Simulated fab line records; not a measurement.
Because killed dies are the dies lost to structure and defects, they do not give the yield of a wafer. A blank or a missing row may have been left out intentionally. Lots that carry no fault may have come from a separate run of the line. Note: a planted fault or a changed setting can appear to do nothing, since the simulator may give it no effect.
Chamber matching / flow nand_harc / NHARC_A_CONTACT_ALD_18 on ald_metal-03: 4 sister chambers
The step deposits TiN, target thk 3 nm, pulse time 1 s, ald cycles 150. 8 wafers are shown with their chamber, then 7 later ones without.

## EACH WAFER AND ITS CHAMBER
wafer=L844.3; chamber=1; heater_power_w (W)=1306; precursor_pulse_height_rel=1.001
wafer=L844.4; chamber=0; heater_power_w (W)=1158; precursor_pulse_height_rel=1.023
wafer=L848.1; chamber=1; heater_power_w (W)=1226; precursor_pulse_height_rel=0.997
wafer=L850.2; chamber=2; heater_power_w (W)=1338; precursor_pulse_height_rel=1.015
wafer=L850.4; chamber=3; heater_power_w (W)=1119; precursor_pulse_height_rel=1.020
wafer=L850.5; chamber=3; heater_power_w (W)=1126; precursor_pulse_height_rel=0.976
wafer=L854.1; chamber=0; heater_power_w (W)=1103; precursor_pulse_height_rel=1.014
wafer=L854.2; chamber=2; heater_power_w (W)=1344; precursor_pulse_height_rel=1.004

## WAFERS WHOSE CHAMBER IS MISSING
wafer=L854.5; heater_power_w (W)=1242; precursor_pulse_height_rel=1.015
wafer=L856.3; heater_power_w (W)=1384; precursor_pulse_height_rel=0.991
wafer=L856.5; heater_power_w (W)=1230; precursor_pulse_height_rel=1.013
wafer=L856.6; heater_power_w (W)=1126; precursor_pulse_height_rel=1.010
wafer=L865.3; heater_power_w (W)=1349; precursor_pulse_height_rel=0.988
wafer=L865.4; heater_power_w (W)=1242; precursor_pulse_height_rel=1.018
wafer=L865.6; heater_power_w (W)=1098; precursor_pulse_height_rel=0.997

## EACH ONE'S CHAMBER
wafer=L854.5; from the rows above=can't be placed: 1 or 2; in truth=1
wafer=L856.3; from the rows above=can't be placed: 2 or 1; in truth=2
wafer=L856.5; from the rows above=can't be placed: 1 or 0 or 2 or 3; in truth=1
wafer=L856.6; from the rows above=can't be placed: 0 or 3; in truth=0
wafer=L865.3; from the rows above=can't be placed: 2 or 1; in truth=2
wafer=L865.4; from the rows above=can't be placed: 1 or 2 or 0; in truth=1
wafer=L865.6; from the rows above=can't be placed: 3 or 0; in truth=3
0 of 7 placed correctly. Unplaceable from these rows: 7, with the true chamber sitting among the candidates in 7. Wrongly placed: 0.
How it was worked out, from the rows above alone: a wafer's distance from a chamber is the root of the sum, over the readings, of the square of ((its reading less the chamber's mean) divided by the reading's scatter). The wafer belongs to the nearest chamber; if the next one is less than 2 further off, it can't be placed. The mean given for a chamber averages the wafers shown for that chamber. The scatter: the root of (the sum of the squares of (reading less its chamber's mean) over the shown wafers, divided by (wafers less chambers)).
